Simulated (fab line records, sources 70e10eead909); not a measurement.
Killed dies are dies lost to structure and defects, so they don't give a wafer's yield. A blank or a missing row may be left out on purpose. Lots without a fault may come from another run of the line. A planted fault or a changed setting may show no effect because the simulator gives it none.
A sampling plan put to the test | flow nand_harc | one fab line, 33 faults that these records tell of, each judged on the records of the lots that it struck
The plan is the line's own looks: the steps of the route at which a gauge or an inspection reads the wafer and doesn't change it. A look can be judged if struck wafers have a number there and the file gives its usual mean and standard deviation on fault-free wafers. Caught: at a look after the fault's first step, the mean of the struck wafers lies 4 or more of those standard deviations (sigma) from the usual mean. On the tool: the same test on the tool's own readings at the fault's steps. Another recipe on the struck wafers, or a record that is blank for them alone, also counts as caught.

THE FAULTS, as the simulator had put them in
1. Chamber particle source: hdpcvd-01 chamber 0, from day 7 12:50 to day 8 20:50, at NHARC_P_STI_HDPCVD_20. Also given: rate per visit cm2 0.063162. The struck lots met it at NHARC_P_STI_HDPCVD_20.
2. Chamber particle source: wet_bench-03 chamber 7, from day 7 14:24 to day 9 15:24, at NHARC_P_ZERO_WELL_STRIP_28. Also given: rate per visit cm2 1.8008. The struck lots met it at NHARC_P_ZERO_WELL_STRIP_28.
3. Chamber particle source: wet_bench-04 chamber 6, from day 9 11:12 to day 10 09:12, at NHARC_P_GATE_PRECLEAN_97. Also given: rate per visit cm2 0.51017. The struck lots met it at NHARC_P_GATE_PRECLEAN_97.
4. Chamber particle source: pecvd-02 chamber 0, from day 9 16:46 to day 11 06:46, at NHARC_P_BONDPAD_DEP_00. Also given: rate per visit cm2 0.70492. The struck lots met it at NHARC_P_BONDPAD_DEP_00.
5. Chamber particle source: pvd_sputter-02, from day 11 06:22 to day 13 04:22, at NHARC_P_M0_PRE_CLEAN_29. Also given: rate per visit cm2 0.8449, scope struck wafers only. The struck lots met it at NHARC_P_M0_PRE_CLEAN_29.
6. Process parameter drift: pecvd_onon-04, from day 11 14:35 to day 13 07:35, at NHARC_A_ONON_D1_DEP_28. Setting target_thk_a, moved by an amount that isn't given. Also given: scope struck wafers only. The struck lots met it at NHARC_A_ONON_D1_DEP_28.
7. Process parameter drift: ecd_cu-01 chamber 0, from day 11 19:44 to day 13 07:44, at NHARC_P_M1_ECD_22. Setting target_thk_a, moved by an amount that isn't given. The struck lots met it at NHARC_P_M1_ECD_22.
8. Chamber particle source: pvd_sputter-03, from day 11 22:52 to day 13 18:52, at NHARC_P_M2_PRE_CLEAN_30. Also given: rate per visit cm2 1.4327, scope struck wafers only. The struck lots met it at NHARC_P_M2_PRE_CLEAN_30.
9. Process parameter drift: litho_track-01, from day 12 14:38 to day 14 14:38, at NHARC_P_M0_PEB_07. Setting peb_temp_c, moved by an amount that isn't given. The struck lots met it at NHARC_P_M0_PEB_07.
10. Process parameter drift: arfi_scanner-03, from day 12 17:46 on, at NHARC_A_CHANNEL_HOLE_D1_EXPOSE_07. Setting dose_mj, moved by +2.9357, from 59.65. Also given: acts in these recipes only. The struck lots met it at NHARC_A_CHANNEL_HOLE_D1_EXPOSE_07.
11. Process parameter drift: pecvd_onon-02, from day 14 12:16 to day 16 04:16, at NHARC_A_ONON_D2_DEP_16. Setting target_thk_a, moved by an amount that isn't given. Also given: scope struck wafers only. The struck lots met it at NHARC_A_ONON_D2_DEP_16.
12. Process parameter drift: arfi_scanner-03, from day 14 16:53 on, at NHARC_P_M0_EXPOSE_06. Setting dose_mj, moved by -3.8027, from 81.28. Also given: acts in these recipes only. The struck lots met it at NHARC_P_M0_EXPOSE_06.
13. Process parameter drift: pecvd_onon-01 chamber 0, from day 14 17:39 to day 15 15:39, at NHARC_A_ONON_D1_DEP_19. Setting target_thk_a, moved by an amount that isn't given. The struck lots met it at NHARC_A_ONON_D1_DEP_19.
14. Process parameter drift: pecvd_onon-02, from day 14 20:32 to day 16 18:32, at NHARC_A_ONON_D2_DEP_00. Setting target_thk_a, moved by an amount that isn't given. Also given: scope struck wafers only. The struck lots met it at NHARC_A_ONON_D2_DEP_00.
15. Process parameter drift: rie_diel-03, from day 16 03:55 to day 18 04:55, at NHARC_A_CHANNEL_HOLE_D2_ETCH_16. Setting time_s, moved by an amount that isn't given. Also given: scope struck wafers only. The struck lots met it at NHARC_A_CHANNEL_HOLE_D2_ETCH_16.
16. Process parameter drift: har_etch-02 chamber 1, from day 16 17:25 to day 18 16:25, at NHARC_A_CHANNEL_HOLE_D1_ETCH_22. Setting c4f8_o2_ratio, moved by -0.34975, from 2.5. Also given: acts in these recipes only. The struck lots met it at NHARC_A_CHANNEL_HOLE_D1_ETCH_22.
17. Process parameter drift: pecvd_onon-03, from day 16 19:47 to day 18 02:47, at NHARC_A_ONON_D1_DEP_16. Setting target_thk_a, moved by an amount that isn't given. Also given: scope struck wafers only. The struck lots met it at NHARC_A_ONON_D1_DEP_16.
18. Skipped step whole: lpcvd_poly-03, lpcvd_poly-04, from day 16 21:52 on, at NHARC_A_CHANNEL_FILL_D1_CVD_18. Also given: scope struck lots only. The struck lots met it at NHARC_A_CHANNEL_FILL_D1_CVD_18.
19. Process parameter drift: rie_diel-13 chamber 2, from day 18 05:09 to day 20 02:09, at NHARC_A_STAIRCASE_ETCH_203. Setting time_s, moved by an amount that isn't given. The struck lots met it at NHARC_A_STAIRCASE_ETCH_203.
20. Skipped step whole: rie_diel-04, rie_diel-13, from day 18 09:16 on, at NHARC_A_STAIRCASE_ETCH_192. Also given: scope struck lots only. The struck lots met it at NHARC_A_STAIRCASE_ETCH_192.
21. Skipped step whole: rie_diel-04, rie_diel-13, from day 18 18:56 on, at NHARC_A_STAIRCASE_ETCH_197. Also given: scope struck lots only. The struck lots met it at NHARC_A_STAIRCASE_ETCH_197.
22. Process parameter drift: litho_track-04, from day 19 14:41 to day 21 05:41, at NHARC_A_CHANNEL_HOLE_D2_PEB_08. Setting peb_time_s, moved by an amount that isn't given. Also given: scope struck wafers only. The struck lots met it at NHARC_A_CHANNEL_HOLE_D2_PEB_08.
23. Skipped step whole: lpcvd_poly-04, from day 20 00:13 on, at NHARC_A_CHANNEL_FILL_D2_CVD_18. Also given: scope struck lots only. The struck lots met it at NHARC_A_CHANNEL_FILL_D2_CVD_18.
24. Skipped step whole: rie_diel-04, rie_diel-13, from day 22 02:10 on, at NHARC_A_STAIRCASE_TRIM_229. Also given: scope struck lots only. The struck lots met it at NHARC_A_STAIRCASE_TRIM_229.
25. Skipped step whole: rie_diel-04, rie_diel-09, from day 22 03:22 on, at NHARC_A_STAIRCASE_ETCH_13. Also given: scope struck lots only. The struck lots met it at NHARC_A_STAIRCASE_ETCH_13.
26. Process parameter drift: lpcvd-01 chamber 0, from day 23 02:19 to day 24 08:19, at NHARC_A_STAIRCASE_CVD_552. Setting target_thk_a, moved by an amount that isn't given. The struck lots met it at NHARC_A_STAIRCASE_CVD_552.
27. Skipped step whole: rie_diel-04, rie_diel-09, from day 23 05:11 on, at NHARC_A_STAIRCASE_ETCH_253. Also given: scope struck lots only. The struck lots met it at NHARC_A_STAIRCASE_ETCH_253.
28. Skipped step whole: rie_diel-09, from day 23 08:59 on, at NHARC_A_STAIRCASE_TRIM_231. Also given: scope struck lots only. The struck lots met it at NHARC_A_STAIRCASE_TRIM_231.
29. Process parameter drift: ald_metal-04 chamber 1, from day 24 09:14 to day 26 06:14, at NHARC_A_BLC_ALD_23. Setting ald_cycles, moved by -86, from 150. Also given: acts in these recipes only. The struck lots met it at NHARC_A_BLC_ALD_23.
30. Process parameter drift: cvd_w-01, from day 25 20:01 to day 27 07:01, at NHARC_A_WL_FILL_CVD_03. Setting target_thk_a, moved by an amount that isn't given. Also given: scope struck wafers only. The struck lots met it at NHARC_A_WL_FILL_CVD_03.
31. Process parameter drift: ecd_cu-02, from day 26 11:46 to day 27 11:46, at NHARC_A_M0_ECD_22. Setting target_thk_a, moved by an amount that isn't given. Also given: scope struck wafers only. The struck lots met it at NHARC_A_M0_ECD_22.
32. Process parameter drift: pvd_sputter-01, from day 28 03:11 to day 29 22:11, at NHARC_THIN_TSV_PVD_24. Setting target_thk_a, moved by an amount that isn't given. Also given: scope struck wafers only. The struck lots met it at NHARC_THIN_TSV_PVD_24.
33. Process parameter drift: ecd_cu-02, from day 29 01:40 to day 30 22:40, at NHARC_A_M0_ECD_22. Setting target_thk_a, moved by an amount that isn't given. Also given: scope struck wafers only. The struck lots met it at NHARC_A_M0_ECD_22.

WHAT THE PLAN SAW
fault | on the tool itself                                | first look that catches it                      | reading, sigma                                               | median hours from its first step to that look | hours from the fault's start to the first struck lot there | judged looks passed uncaught
1     | no reading that can be judged                     | NHARC_END_SORT_01                               | killed_at_periphery +9.6                                     | 501.7                                         | 518                                                        | 1
2     | no reading that can be judged                     | NHARC_P_ZERO_WELL_INSPECT_43                    | raw_defect_count +99 or beyond                               | 4.1                                           | 9                                                          | 0
3     | under 2 sigma                                     | NHARC_P_GATE_INSPECT_68                         | raw_defect_count +4.1                                        | 7.4                                           | 13                                                         | 2
4     | under 2 sigma                                     | NHARC_END_SORT_01                               | killed_at_periphery +26                                      | 430.5                                         | 438                                                        | 0
5     | under 2 sigma                                     | NHARC_END_SORT_01                               | killed_at_periphery +27                                      | 438.2                                         | 438                                                        | 1
6     | under 2 sigma                                     | NHARC_A_ONON_D1_THK_MEAS_30                     | thk_nm +48                                                   | 0.5                                           | 19                                                         | 0
7     | no reading that can be judged                     | none of the 2 looks that can be judged after it | -                                                            | -                                             | -                                                          | 2
8     | under 2 sigma                                     | NHARC_END_SORT_01                               | killed_at_periphery +11                                      | 434.5                                         | 447                                                        | 0
9     | plate_temp_C -4.8 sigma                           | not the one look that can be judged after it    | strongest: cd_nm at NHARC_P_M0_CD_MEAS_09, -2.9              | -                                             | -                                                          | 1
10    | exposure_dose_mJ_cm2 +40 sigma                    | none of the 4 looks that can be judged after it | strongest: cd_nm at NHARC_A_CHANNEL_HOLE_D1_CD_MEAS_10, +2.9 | -                                             | -                                                          | 4
11    | under 2 sigma                                     | NHARC_A_ONON_D2_THK_MEAS_18                     | thk_nm -39                                                   | 0.5                                           | 23                                                         | 0
12    | exposure_dose_mJ_cm2 -44 sigma                    | none of the 2 looks that can be judged after it | strongest: cd_nm at NHARC_P_M0_CD_MEAS_09, -3.9              | -                                             | -                                                          | 2
13    | no reading that can be judged                     | NHARC_A_ONON_D1_THK_MEAS_21                     | thk_nm -30                                                   | 0.4                                           | 14                                                         | 0
14    | under 2 sigma                                     | NHARC_A_ONON_D2_THK_MEAS_02                     | thk_nm +52                                                   | 0.4                                           | 16                                                         | 0
15    | run_length_s -99 or beyond sigma                  | NHARC_END_SORT_01                               | killed_dies +25                                              | 272.2                                         | 282                                                        | 0
16    | only faintly: showerhead_plenum_p_Torr +2.7 sigma | no look after it can be judged                  | -                                                            | -                                             | -                                                          | 0
17    | no reading that can be judged                     | NHARC_A_ONON_D1_THK_MEAS_18                     | thk_nm -4.2                                                  | 0.5                                           | 9                                                          | 0
18    | the tool's record is blank for the struck wafers  | NHARC_END_SORT_01                               | killed_dies +38                                              | 353.8                                         | 356                                                        | 0
19    | run_length_s -41 sigma                            | NHARC_END_SORT_01                               | killed_dies +38                                              | 206.1                                         | 233                                                        | 0
20    | the tool's record is blank for the struck wafers  | NHARC_END_SORT_01                               | killed_dies +38                                              | 218.3                                         | 214                                                        | 0
21    | the tool's record is blank for the struck wafers  | NHARC_END_SORT_01                               | killed_dies +38                                              | 216.3                                         | 219                                                        | 0
22    | heater_power_total_W +75 sigma                    | NHARC_A_CHANNEL_HOLE_D2_CD_MEAS_10              | cd_nm -16                                                    | 0.1                                           | 12                                                         | 0
23    | the tool's record is blank for the struck wafers  | NHARC_END_SORT_01                               | killed_dies +38                                              | 241.2                                         | 244                                                        | 0
24    | the tool's record is blank for the struck wafers  | NHARC_END_SORT_01                               | killed_dies +38                                              | 199.4                                         | 194                                                        | 0
25    | the tool's record is blank for the struck wafers  | NHARC_END_SORT_01                               | killed_dies +38                                              | 208.1                                         | 220                                                        | 0
26    | under 2 sigma                                     | NHARC_END_SORT_01                               | killed_dies +19                                              | 166.3                                         | 178                                                        | 0
27    | the tool's record is blank for the struck wafers  | NHARC_END_SORT_01                               | killed_dies +38                                              | 194.7                                         | 195                                                        | 0
28    | the tool's record is blank for the struck wafers  | NHARC_END_SORT_01                               | killed_dies +38                                              | 196.0                                         | 201                                                        | 0
29    | under 2 sigma                                     | NHARC_END_SORT_01                               | killed_dies +38                                              | 49.2                                          | 93                                                         | 0
30    | under 2 sigma                                     | NHARC_END_SORT_01                               | killed_dies +37                                              | 99.2                                          | 106                                                        | 0
31    | under 2 sigma                                     | no look after it can be judged                  | -                                                            | -                                             | -                                                          | 0
32    | no reading that can be judged                     | NHARC_END_SORT_01                               | killed_at_other +99 or beyond                                | 13.0                                          | 24                                                         | 1
33    | no reading that can be judged                     | not the one look that can be judged after it    | -                                                            | -                                             | -                                                          | 1
A dash: the fault isn't caught, or these records don't give the number.

Caught at a look: 26 of 33. Caught on the tool: 14 of 33. By one or the other: 29 of 33.
Caught on the tool alone: faults 9, 10, 12.
Caught at a look alone: faults 1, 2, 3, 4, 5, 6, 8, 11, 13, 14, 17, 26, 29, 30, 32.
Caught by neither: faults 7, 16, 31, 33.

THINNER SAMPLING
If the look that catches a fault measured only every second or every third lot, by lot number, the first struck lot would be measured this late in the worst case:
fault | struck lots at that look, in order of time | every lot | every second lot | every third lot
1     | L679, L680, L678                           | 518 h     | 526 h            | 551 h
2     | L363                                       | 9 h       | may miss it      | may miss it
3     | L903, L904                                 | 13 h      | 26 h             | may miss all 2
4     | L628, L627                                 | 438 h     | 439 h            | may miss all 2
5     | L558, L559                                 | 438 h     | 464 h            | may miss all 2
6     | L993, L994                                 | 19 h      | 37 h             | may miss all 2
8     | L279                                       | 447 h     | may miss it      | may miss it
11    | L263                                       | 23 h      | may miss it      | may miss it
13    | L567, L569                                 | 14 h      | may miss all 2   | may miss all 2
14    | L754, L755                                 | 16 h      | 23 h             | may miss all 2
15    | L580                                       | 282 h     | may miss it      | may miss it
17    | L334, L335                                 | 9 h       | 17 h             | may miss all 2
18    | L584, L585                                 | 356 h     | 369 h            | may miss all 2
19    | L498, L497                                 | 233 h     | 234 h            | may miss all 2
20    | L553, L554                                 | 214 h     | 237 h            | may miss all 2
21    | L681, L679                                 | 219 h     | may miss all 2   | may miss all 2
22    | L995                                       | 12 h      | may miss it      | may miss it
23    | L571, L570, L572                           | 244 h     | 252 h            | 271 h
24    | L377, L376                                 | 194 h     | 202 h            | may miss all 2
25    | L913, L914, L915                           | 220 h     | 221 h            | 230 h
26    | L684                                       | 178 h     | may miss it      | may miss it
27    | L422, L423                                 | 195 h     | 204 h            | may miss all 2
28    | L687, L688                                 | 201 h     | 214 h            | may miss all 2
29    | L842                                       | 93 h      | may miss it      | may miss it
30    | L823, L822, L825                           | 106 h     | 113 h            | may miss all 3
32    | L522, L523                                 | 24 h      | 24 h             | may miss all 2
Hours are from the fault's start to the first struck lot that is measured. The limit of 4 sigma was tested on all struck wafers together, so one lot alone may lie under it. Other struck lots may not be in these records.

THE LONGEST TIMED WAY FROM STEP TO LOOK
Fault 1: a median of 501.7 hours passes between NHARC_P_STI_HDPCVD_20 and NHARC_END_SORT_01. The look between them that can be judged stayed within 4 sigma: NHARC_P_GATE_CD_MEAS_26.
